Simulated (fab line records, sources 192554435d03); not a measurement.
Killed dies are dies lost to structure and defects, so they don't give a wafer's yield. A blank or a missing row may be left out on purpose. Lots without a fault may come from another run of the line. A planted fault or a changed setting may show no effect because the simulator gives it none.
fab line records | flow n5_finfet
record lots=7 wafers=21
route steps=1938 shown MOL_CONTACT_COAG@599 BEOL_M0_CUTY@701 BEOL_M2@841 BEOL_M4@1040
start_h: hours from the record's first day to the start of the lot's first wafer shown | wait_h: hours since the lot's step before | " the same as in the row above | L1.1+2: a row that stands for several wafers | - no value, or no start given | * or withheld: withheld | < > ~ a bound
route shown NAME@n: a module of which the file shows steps, and the number in the route of the first | usual: mean/standard deviation of fault-free wafers | same: alike in all rows | chamber/n: place in a boat | sites: the reading at each site | _std_site: their standard deviation | _edge_site: outer sites' mean less inner sites' | radius_mm: how far each site lies from the wafer's centre | mask NAME#n: copy n | behind: the tool/chamber that last shaped the wafer | hold: why the lot was held/for how many hours/how that ended | device: the transistor (n, p or np) that didn't switch | end of line: the same wafers' tests at the end of the route | a step without rows: its recipe alone | killed: dies lost to structure and defects at the first sort, not the wafer's yield | map: a wafer's dies, x killed, . not, _ none there
set.NAME: the setting as run; set.NAME@STEP: as run at that earlier step | model.NAME: the simulator's own value behind a step, which no gauge read
lots whose settings were changed on purpose; a table a step, a row a wafer
## steps
# step N5_MOL_CONTACT_COAG_EXPOSE_37
# recipe mask_id=VD na=0.33 source_shape=annular sigma_inner=0.3 sigma_outer=0.7 polarization=unpolarized defocus_nm=0 dose_mj=62
# columns lot.wafer tool chamber start_h wait_h mask set.dose_mj
L075.2 euv_scanner-02 0 112.47 - VD#0 62
L075.4+6 " 0 " " VD#0 64.41
L077.3+5+6 euv_scanner-01 0 115.83 - VD#0 62
L078.2+4+6 euv_scanner-01 0 125.29 - VD#0 62
L079.2 euv_scanner-01 0 128.11 - VD#0 57.77
L079.4+6 " 0 " " VD#0 62
L086.1 euv_scanner-01 0 173.41 - VD#0 64.33
L086.2+6 " 0 " " VD#0 62
L087.2+3 euv_scanner-01 0 180.99 - VD#0 57.41
L087.6 " 0 " " VD#0 62
L089.2+5 euv_scanner-01 0 192.43 - VD#0 60.71
L089.6 " 0 " " VD#0 62
# step N5_MOL_CONTACT_COAG_PEB_38
# recipe peb_temp_c=100 peb_time_s=60 resist=CAR-EUV
# step N5_MOL_CONTACT_COAG_DEVELOP_39
# recipe develop_time_s=30 developer=TMAH resist=CAR-EUV rinse_liquid=surfactant_rinse dry=air_spin dev_temp_c=23
# step N5_MOL_CONTACT_COAG_CD_MEAS_40
# recipe target_cd_nm=25.1 landing_energy_ev=500 detector=se_inlens polarity=opening
# usual cd_nm=25.02/0.25
# columns lot.wafer tool chamber start_h wait_h set.dose_mj@MOL_CONTACT_COAG_EXPOSE_37 cd_nm
L075.2 cd_sem-02 0 112.60 - 62 24.97
L075.4 " 0 " " 64.41 25.32
L075.6 " 0 " " 64.41 25.57
L077.3 cd_sem-01 0 115.96 - 62 24.75
L077.5 " 0 " " 62 24.56
L077.6 " 0 " " 62 25.50
L078.2 cd_sem-02 0 125.43 - 62 25.33
L078.4 " 0 " " 62 24.69
L078.6 " 0 " " 62 24.69
L079.2 cd_sem-02 0 128.25 - 57.77 23.54
L079.4 " 0 " " 62 25.15
L079.6 " 0 " " 62 24.85
L086.1 cd_sem-03 0 173.55 - 64.33 25.76
L086.2 " 0 " " 62 25.58
L086.6 " 0 " " 62 25.08
L087.2 cd_sem-02 0 181.13 - 57.41 23.55
L087.3 " 0 " " 57.41 23.60
L087.6 " 0 " " 62 25.36
L089.2 cd_sem-02 0 192.57 - 60.71 24.48
L089.5 " 0 " " 60.71 24.46
L089.6 " 0 " " 62 24.82
# step N5_MOL_CONTACT_COAG_DESCUM_45
# recipe chemistry=O2 time_s=7 source_power_w=50 bias_power_w=20 pressure_mtorr=20 rf_frequency_hz=2.712e+07 temp_c=40 resist=CAR-EUV o2_flow_sccm=225
# step N5_MOL_CONTACT_COAG_ETCH_65
# recipe chemistry=N2/H2 target=underlayer target_depth_a=130 mask_material=CAR-EUV time_s=10.4 ion_energy_ev=200 pressure_mtorr=30 source_w=840 bias_w=150 n2_flow_sccm=200 h2_flow_sccm=200 ends=cleared
# columns lot.wafer tool chamber start_h wait_h set.spin_rpm@MOL_CONTACT_COAG_COAT_64 model.etch.depth_nm
L075.2 rie_diel-06 2 112.76 0.0 1500 10.05
L075.4+6 " 1,2 " " 1500 10.04
L077.3 rie_diel-06 0 116.11 0.0 1500 10.01
L077.5 " 2 " " 1500 10.04
L077.6 " 1 " " 1637 9.604
L078.2 rie_diel-04 1 125.59 0.0 1500 10.04
L078.4 " 0 " " 1500 10.05
L078.6 " 0 " " 1500 10.03
L079.2 rie_diel-05 3 128.52 0.0 1390 10.4
L079.4 " 1 " " 1390 10.35
L079.6 " 3 " " 1500 9.995
L086.1 rie_diel-05 2 174.41 0.0 1500 10.02
L086.2 " 3 " " 1500 10.04
L086.6 " 0 " " 1500 10.05
L087.2 rie_diel-04 0 181.81 0.0 1500 9.995
L087.3 " 2 " " 1500 10.02
L087.6 " 3 " " 1357 10.52
L089.2 rie_diel-05 3 192.73 0.0 1500 10.01
L089.5 " 2 " " 1411 10.29
L089.6 " 3 " " 1411 10.3
# step N5_MOL_CONTACT_COAG_ETCH_66
# recipe chemistry=CF4 target=SiARC target_depth_a=130 mask_material=CAR-EUV time_s=21.7 ion_energy_ev=80 pressure_mtorr=40 source_w=545 bias_w=36 Ar_flow_sccm=100 cf4_flow_sccm=100 ends=cleared
# columns lot.wafer tool chamber start_h wait_h set.spin_rpm@MOL_CONTACT_COAG_COAT_64 model.CAR-EUV_of_MOL_CONTACT_COAG_COAT_34.thk_nm
L075.2+4 rie_diel-06 2,1 112.78 0.0 1500 16.8
L075.6 " 2 " " 1500 17
L077.3 rie_diel-06 0 116.13 0.0 1500 16.8
L077.5 " 2 " " 1500 17.2
L077.6 " 1 " " 1637 17.6
L078.2+4 rie_diel-04 1,0 125.61 0.0 1500 16.8
L078.6 " 0 " " 1500 17
L079.2+4 rie_diel-05 3,1 128.54 0.0 1390 16.4
L079.6 " 3 " " 1500 16.8
L086.1+2+6 rie_diel-05 2,3,0 174.43 0.0 1500 17.2
L087.2+3 rie_diel-04 0,2 181.83 0.0 1500 17
L087.6 " 3 " " 1357 16
L089.2 rie_diel-05 3 192.75 0.0 1500 17
L089.5 " 2 " " 1411 16.6
L089.6 " 3 " " 1411 16.8
# step N5_BEOL_M0_CUTY_COAT_50
# recipe resist=SiARC temp_c=220 time_s=60 spin_rpm=1500 resist_thk_nm=15
# columns lot.wafer tool chamber start_h wait_h set.spin_rpm model.SiARC_of_BEOL_M0_CUTY_COAT_50.thk_nm
L075.2+4 litho_track-04 0 126.80 0.0 1500 15
L075.6 " 0 " " 1564 14.6
L077.3+6 litho_track-01 0 131.29 0.0 1643 14.4
L077.5 " 0 " " 1500 15
L078.2+4+6 litho_track-04 0 137.97 0.0 1500 15
L079.2+4+6 litho_track-01 0 140.34 0.0 1500 15
L086.1 litho_track-04 0 186.49 0.0 1584 14.6
L086.2+6 " 0 " " 1500 15
L087.2+6 litho_track-04 0 196.74 0.0 1568 14.6
L087.3 " 0 " " 1500 15
L089.2+6 litho_track-03 0 205.55 0.0 1500 15
L089.5 " 0 " " 1366 15.8
# step N5_BEOL_M0_CUTY_COAT_51
# recipe resist=CAR-ArF-block spin_rpm=1500 resist_thk_nm=150
# columns lot.wafer tool chamber start_h wait_h set.spin_rpm model.CAR-ArF-block_of_BEOL_M0_CUTY_COAT_51.thk_nm
L075.2 litho_track-04 0 - - 1415 154.2
L075.4 " 0 " " 1415 154.4
L075.6 " 0 " " 1500 149.2
L077.3 litho_track-01 0 - - 1500 150.6
L077.5 " 0 " " 1655 143.4
L077.6 " 0 " " 1500 151
L078.2+4+6 litho_track-04 0 - - 1500 150.2
L079.2 litho_track-01 0 - - 1441 152.8
L079.4 " 0 " " 1441 153
L079.6 " 0 " " 1500 150
L086.1 litho_track-04 0 - - 1500 150.4
L086.2 " 0 " " 1647 143.2
L086.6 " 0 " " 1647 143
L087.2 litho_track-04 0 - - 1500 150.8
L087.3 " 0 " " 1500 151
L087.6 " 0 " " 1500 150.6
L089.2 litho_track-03 0 - - 1500 151
L089.5 " 0 " " 1437 154
L089.6 " 0 " " 1437 154.6
# step N5_BEOL_M0_CUTY_EBR_52
# recipe solvent=PGMEA ebr_width_mm=1.5
# step N5_BEOL_M0_CUTY_SOFTBAKE_53
# recipe temp_c=110 time_s=60 resist=CAR-ArF-block
# step N5_BEOL_M0_CUTY_EXPOSE_54
# recipe mask_id=M0_ABLK na=1.35 source_shape=conventional sigma_outer=0.8 polarization=unpolarized dose_mj=36
# step N5_BEOL_M0_CUTY_PEB_55
# recipe peb_temp_c=110 peb_time_s=60 resist=CAR-ArF-block
# step N5_BEOL_M0_CUTY_DEVELOP_56
# recipe develop_time_s=30 developer=TMAH resist=CAR-ArF-block rinse_liquid=diw dry=air_spin dev_temp_c=23
# columns lot.wafer tool chamber start_h wait_h set.spin_rpm@BEOL_M0_CUTY_COAT_51 model.CAR-ArF-block_of_BEOL_M0_CUTY_COAT_51.thk_nm
L075.2 litho_track-03 0 - - 1415 152.6
L075.4 " 0 " " 1415 152.8
L075.6 " 0 " " 1500 147.6
L077.3 litho_track-01 0 - - 1500 149
L077.5 " 0 " " 1655 141.8
L077.6 " 0 " " 1500 149.4
L078.2+4+6 litho_track-04 0 - - 1500 148.4
L079.2 litho_track-04 0 - - 1441 151.2
L079.4 " 0 " " 1441 151.4
L079.6 " 0 " " 1500 148.4
L086.1 litho_track-01 0 - - 1500 148.8
L086.2 " 0 " " 1647 141.4
L086.6 " 0 " " 1647 141.2
L087.2+3 litho_track-03 0 - - 1500 149.2
L087.6 " 0 " " 1500 149
L089.2 litho_track-01 0 - - 1500 149.4
L089.5 " 0 " " 1437 152.2
L089.6 " 0 " " 1437 152.8
# step N5_BEOL_M0_CUTY_DESCUM_61
# recipe chemistry=O2 time_s=7.9 source_power_w=50 bias_power_w=20 pressure_mtorr=20 rf_frequency_hz=2.712e+07 temp_c=40 resist=CAR-ArF-block o2_flow_sccm=225
# columns lot.wafer tool chamber start_h wait_h set.time_s set.spin_rpm@BEOL_M0_CUTY_COAT_51 model.CAR-ArF-block_of_BEOL_M0_CUTY_COAT_51.thk_nm
L075.2 rie_diel-06 3 127.50 0.3 7.9 1415 147.6
L075.4 " 0 " " 7.9 1415 148
L075.6 " 3 " " 8.58 1500 142.2
L077.3 rie_diel-06 0 131.60 0.0 8.902 1500 143.6
L077.5 " 0 " " 8.902 1655 136.4
L077.6 " 3 " " 8.902 1500 143.8
L078.2+4+6 rie_diel-06 3,3,0 138.41 0.0 7.9 1500 143.6
L079.2+4 rie_diel-05 0,3 140.77 0.0 7.9 1441 146.4
L079.6 " 2 " " 7.9 1500 143.6
L086.1 rie_diel-04 2 186.92 0.0 7.134 1500 144.4
L086.2 " 1 " " 7.9 1647 136.6
L086.6 " 1 " " 7.134 1647 137
L087.2 rie_diel-04 1 197.28 0.1 7.9 1500 144.4
L087.3 " 2 " " 6.996 1500 145
L087.6 " 1 " " 7.9 1500 144
L089.2 rie_diel-04 1 206.24 0.3 7.9 1500 144.4
L089.5 " 3 " " 7.078 1437 147.8
L089.6 " 1 " " 7.9 1437 148
# step N5_BEOL_M0_CUTY_ETCH_62
# recipe chemistry=CF4 target=SiARC mask_material=CAR-ArF-block time_s=58.5 ion_energy_ev=80 pressure_mtorr=40 source_w=545 bias_w=36 Ar_flow_sccm=100 cf4_flow_sccm=100 ends=cleared
# columns lot.wafer tool chamber start_h wait_h set.spin_rpm@BEOL_M0_CUTY_COAT_51 model.CAR-ArF-block_of_BEOL_M0_CUTY_COAT_51.thk_nm
L075.2 rie_diel-06 3 127.53 0.0 1415 122.6
L075.4 " 0 " " 1415 123
L075.6 " 3 " " 1500 117.2
L077.3 rie_diel-06 0 131.64 0.0 1500 118.4
L077.5 " 0 " " 1655 111.2
L077.6 " 3 " " 1500 118.8
L078.2 rie_diel-06 3 138.44 0.0 1500 118.4
L078.4+6 " 3,0 " " 1500 118.6
L079.2+4 rie_diel-05 0,3 140.81 0.0 1441 121.4
L079.6 " 2 " " 1500 118.4
L086.1 rie_diel-04 2 186.96 0.0 1500 119.4
L086.2 " 1 " " 1647 111.6
L086.6 " 1 " " 1647 111.8
L087.2 rie_diel-04 1 197.31 0.0 1500 119.2
L087.3 " 2 " " 1500 120
L087.6 " 1 " " 1500 119
L089.2 rie_diel-04 1 206.28 0.0 1500 119.4
L089.5 " 3 " " 1437 122.8
L089.6 " 1 " " 1437 123
# step N5_BEOL_M2_ILD_DEP_00
# recipe material=SiOC target_thk_a=790 temp_c=350 precursor=DEMS/O2 pressure_torr=5 rf_w=500 time_s=15.3
# columns lot.wafer tool chamber start_h wait_h set.time_s model.SiOC_of_BEOL_M2_ILD_DEP_00.thk_nm
L075.2 pecvd-02 2 144.14 0.0 13.65 71.8
L075.4 " 1 " " 15.3 79.2
L075.6 " 0 " " 15.3 79.8
L077.3 pecvd-03 2 146.10 0.0 15.3 79
L077.5 " 2 " " 14.63 75.8
L077.6 " 0 " " 15.3 80
L078.2 pecvd-02 0 158.68 0.0 15.3 77
L078.4 " 0 " " 15.3 79.4
L078.6 " 1 " " 15.3 79.2
L079.2+6 pecvd-01 0,2 160.23 0.0 15.3 79.8
L079.4 " 0 " " 15.3 80.4
L086.1 pecvd-01 1 202.83 0.0 15.3 75.4
L086.2 " 2 " " 13.65 68.6
L086.6 " 0 " " 15.3 79.6
L087.2 pecvd-03 1 225.49 0.0 13.07 66.4
L087.3 " 0 " " 15.3 80.4
L087.6 " 0 " " 13.07 68.2
L089.2+5 pecvd-01 1 228.83 0.0 14.58 73.8
L089.6 " 0 " " 15.3 80.6
# step N5_BEOL_M2_THK_MEAS_01
# recipe reads=SiOC_of_BEOL_M2_ILD_DEP_00
# usual M2_ILD_THK=79.1/1.2
# columns lot.wafer tool chamber start_h wait_h set.time_s@BEOL_M2_ILD_DEP_00 M2_ILD_THK[nm]
L075.2 film_metro-01 - 144.21 0.1 13.65 71.7
L075.4 " - " " 15.3 79.2
L075.6 " - " " 15.3 79.7
L077.3 film_metro-02 - 146.17 0.1 15.3 79.1
L077.5 " - " " 14.63 75.9
L077.6 " - " " 15.3 80.0
L078.2 film_metro-02 - 158.75 0.1 15.3 77.0
L078.4 " - " " 15.3 79.3
L078.6 " - " " 15.3 79.2
L079.2 film_metro-02 - 160.30 0.1 15.3 79.7
L079.4 " - " " 15.3 80.4
L079.6 " - " " 15.3 79.7
L086.1 film_metro-02 - 202.89 0.0 15.3 75.3
L086.2 " - " " 13.65 68.5
L086.6 " - " " 15.3 79.6
L087.2 film_metro-01 - 225.58 0.1 13.07 66.4
L087.3 " - " " 15.3 80.4
L087.6 " - " " 13.07 68.1
L089.2 film_metro-01 - 228.90 0.1 14.58 73.9
L089.5 " - " " 14.58 73.8
L089.6 " - " " 15.3 80.5
# step N5_BEOL_M4_ETCH_64
# recipe chemistry=N2/H2 target=SOC target_depth_a=750 overetch_a=225 mask_material=SiARC temp_c=40 time_s=121.9 ion_energy_ev=200 pressure_mtorr=30 source_w=840 bias_w=150 n2_flow_sccm=200 h2_flow_sccm=200
# columns lot.wafer tool chamber start_h wait_h set.time_s
L075.2 rie_diel-06 3 166.13 0.0 121.9
L075.4+6 " 0,3 " " 146.4
L077.3+6 rie_diel-06 3,0 169.56 0.0 140.5
L077.5 " 3 " " 121.9
L078.2+4+6 rie_diel-05 0,2,3 185.74 0.0 121.9
L079.2 rie_diel-06 2 186.76 0.0 121.9
L079.4+6 " 0 " " 139.5
L086.1+2+6 rie_diel-06 2,3,1 238.59 0.0 121.9
L087.2+3+6 rie_diel-05 2,0,2 260.56 0.0 121.9
L089.2+5+6 rie_diel-04 0,1,2 266.18 0.0 121.9
# step N5_BEOL_M4_STRIP_65
# recipe chemistry=N2/H2 temp_c=40 n2_flow_sccm=200 h2_flow_sccm=200 rf_frequency_hz=6e+07
# step N5_BEOL_M4_STRIP_75
# recipe chemistry=N2/H2 temp_c=40 n2_flow_sccm=200 h2_flow_sccm=200 rf_frequency_hz=6e+07
# step N5_BEOL_M4_STRIP_66
# recipe chemistry=CF4 resist=SiARC power_w=300 bias_power_w=75 pressure_mtorr=50 cf4_flow_sccm=150 rf_frequency_hz=6e+07
# step N5_BEOL_M4_HM_OPEN_17
# recipe chemistry=Cl2/BCl3 target_depth_a=200 overetch_a=60 target=TiN mask_material=SOC ion_energy_ev=150 pressure_mtorr=10 icp_w=1000 bias_w=126 Cl2_flow_sccm=53.25 bcl3_flow_sccm=21.75 Ar_flow_sccm=25
# columns lot.wafer tool chamber start_h wait_h set.time_s@BEOL_M4_ETCH_64 model.etch.depth_nm
L075.2 rie_metal-03 1 166.31 0.0 121.9 19.92
L075.4 " 1 " " 146.4 17.6
L075.6 " 1 " " 146.4 17.56
L077.3 rie_metal-01 1 169.76 0.1 140.5 18.31
L077.5 " 0 " " 121.9 20.31
L077.6 " 1 " " 140.5 18.35
L078.2 rie_metal-01 0 185.91 0.0 121.9 20.31
L078.4 " 0 " " 121.9 19.77
L078.6 " 1 " " 121.9 19.61
L079.2 rie_metal-01 1 186.93 0.0 121.9 20.43
L079.4 " 1 " " 139.5 18.21
L079.6 " 0 " " 139.5 18.81
L086.1 rie_metal-02 1 238.76 0.0 121.9 20.33
L086.2 " 1 " " 121.9 20.36
L086.6 " 1 " " 121.9 20.24
L087.2+3 rie_metal-03 1 260.77 0.1 121.9 20.32
L087.6 " 1 " " 121.9 20.49
L089.2 rie_metal-01 0 266.35 0.0 121.9 19.49
L089.5 " 1 " " 121.9 19.38
L089.6 " 0 " " 121.9 19.94
# step N5_BEOL_M4_COAT_68
# recipe resist=SiARC temp_c=220 time_s=60 spin_rpm=1500 resist_thk_nm=12
# columns lot.wafer tool chamber start_h wait_h set.spin_rpm model.SiARC_of_BEOL_M4_COAT_68.thk_nm
L075.2+6 litho_track-04 0 - - 1582 11.6
L075.4 " 0 " " 1500 12
L077.3 litho_track-02 0 - - 1413 12.4
L077.5+6 " 0 " " 1500 12
L078.2+4+6 litho_track-04 0 - - 1500 12
L079.2+6 litho_track-02 0 - - 1642 11.4
L079.4 " 0 " " 1500 12
L086.1+6 litho_track-04 0 - - 1500 12
L086.2 " 0 " " 1354 12.6
L087.2+3 litho_track-02 0 - - 1581 11.8
L087.6 " 0 " " 1500 12
L089.2+5+6 litho_track-04 0 - - 1500 12
# step N5_BEOL_M4_COAT_76
# recipe resist=underlayer temp_c=205 time_s=60 spin_rpm=1500 resist_thk_nm=5
# step N5_BEOL_M4_COAT_22
# recipe resist=CAR-EUV spin_rpm=1500 resist_thk_nm=30
# step N5_BEOL_M4_DESCUM_33
# recipe chemistry=O2 time_s=7 source_power_w=50 bias_power_w=20 pressure_mtorr=20 rf_frequency_hz=2.712e+07 temp_c=40 resist=CAR-EUV o2_flow_sccm=225
# step N5_BEOL_M4_ETCH_77
# recipe chemistry=N2/H2 target=underlayer target_depth_a=65 mask_material=CAR-EUV time_s=5.2 ion_energy_ev=200 pressure_mtorr=30 source_w=840 bias_w=150 n2_flow_sccm=200 h2_flow_sccm=200 ends=cleared
# step N5_BEOL_M4_ETCH_69
# recipe chemistry=CF4 target=SiARC target_depth_a=156 mask_material=CAR-EUV time_s=26 ion_energy_ev=80 pressure_mtorr=40 source_w=545 bias_w=36 Ar_flow_sccm=100 cf4_flow_sccm=100 ends=cleared
# columns lot.wafer tool chamber start_h wait_h set.spin_rpm@BEOL_M4_COAT_68 model.etch.depth_nm
L075.2 rie_diel-06 0 166.98 0.0 1582 11.67
L075.4 " 2 " " 1500 11.97
L075.6 " 3 " " 1582 11.64
L077.3 rie_diel-04 3 170.53 0.0 1413 12.37
L077.5 " 0 " " 1500 11.99
L077.6 " 3 " " 1500 11.97
L078.2 rie_diel-05 3 186.79 0.0 1500 12.08
L078.4+6 " 0,2 " " 1500 12.05
L079.2 rie_diel-06 2 187.61 0.0 1642 11.45
L079.4 " 3 " " 1500 12.05
L079.6 " 2 " " 1642 11.46
L086.1+6 rie_diel-04 2,3 239.69 0.0 1500 12.01
L086.2 " 0 " " 1354 12.65
L087.2+3 rie_diel-04 0,2 261.50 0.0 1581 11.71
L087.6 " 1 " " 1500 12.03
L089.2 rie_diel-06 3 267.07 0.0 1500 12.02
L089.5 " 3 " " 1500 11.99
L089.6 " 0 " " 1500 12.01
## key
split step=N5_MOL_CONTACT_COAG_EXPOSE_37 setting=dose_mj stated=62 by=wafer
response step=N5_MOL_CONTACT_COAG_CD_MEAS_40 reading=cd_nm change=+0.203 per=1% r=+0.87
split step=N5_BEOL_M0_CUTY_COAT_50 setting=spin_rpm stated=1500 by=wafer
response step=N5_BEOL_M0_CUTY_COAT_50 reading=model.SiARC_of_BEOL_M0_CUTY_COAT_50.thk_nm change=-0.0774 per=1% r=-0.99
split step=N5_BEOL_M0_CUTY_COAT_51 setting=spin_rpm stated=1500 by=wafer
response step=N5_BEOL_M0_CUTY_COAT_51 reading=model.CAR-ArF-block_of_BEOL_M0_CUTY_COAT_51.thk_nm change=-0.754 per=1% r=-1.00
response step=N5_BEOL_M0_CUTY_DEVELOP_56 reading=model.CAR-ArF-block_of_BEOL_M0_CUTY_COAT_51.thk_nm change=-0.758 per=1% r=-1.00
response step=N5_BEOL_M0_CUTY_DESCUM_61 reading=model.CAR-ArF-block_of_BEOL_M0_CUTY_COAT_51.thk_nm change=-0.774 per=1% r=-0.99
response step=N5_BEOL_M0_CUTY_ETCH_62 reading=model.CAR-ArF-block_of_BEOL_M0_CUTY_COAT_51.thk_nm change=-0.784 per=1% r=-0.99
split step=N5_BEOL_M0_CUTY_DESCUM_61 setting=time_s stated=7.9 by=wafer
response none clear
split step=N5_BEOL_M2_ILD_DEP_00 setting=time_s stated=15.3 by=wafer
response step=N5_BEOL_M2_ILD_DEP_00 reading=model.SiOC_of_BEOL_M2_ILD_DEP_00.thk_nm change=+0.86 per=1% r=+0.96
response step=N5_BEOL_M2_THK_MEAS_01 reading=M2_ILD_THK change=+0.861 per=1% r=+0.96
split step=N5_BEOL_M4_ETCH_64 setting=time_s stated=121.9 by=wafer
response step=N5_BEOL_M4_HM_OPEN_17 reading=model.etch.depth_nm change=-0.124 per=1% r=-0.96
split step=N5_BEOL_M4_COAT_68 setting=spin_rpm stated=1500 by=wafer
response step=N5_BEOL_M4_COAT_68 reading=model.SiARC_of_BEOL_M4_COAT_68.thk_nm change=-0.0617 per=1% r=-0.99
response step=N5_BEOL_M4_ETCH_69 reading=model.etch.depth_nm change=-0.0634 per=1% r=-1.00
split outside_this_file step=N5_MOL_CONTACT_COAG_COAT_64 setting=spin_rpm
# split outside_this_file: this setting was split too, and the file shows its column; the key of that split is in another file
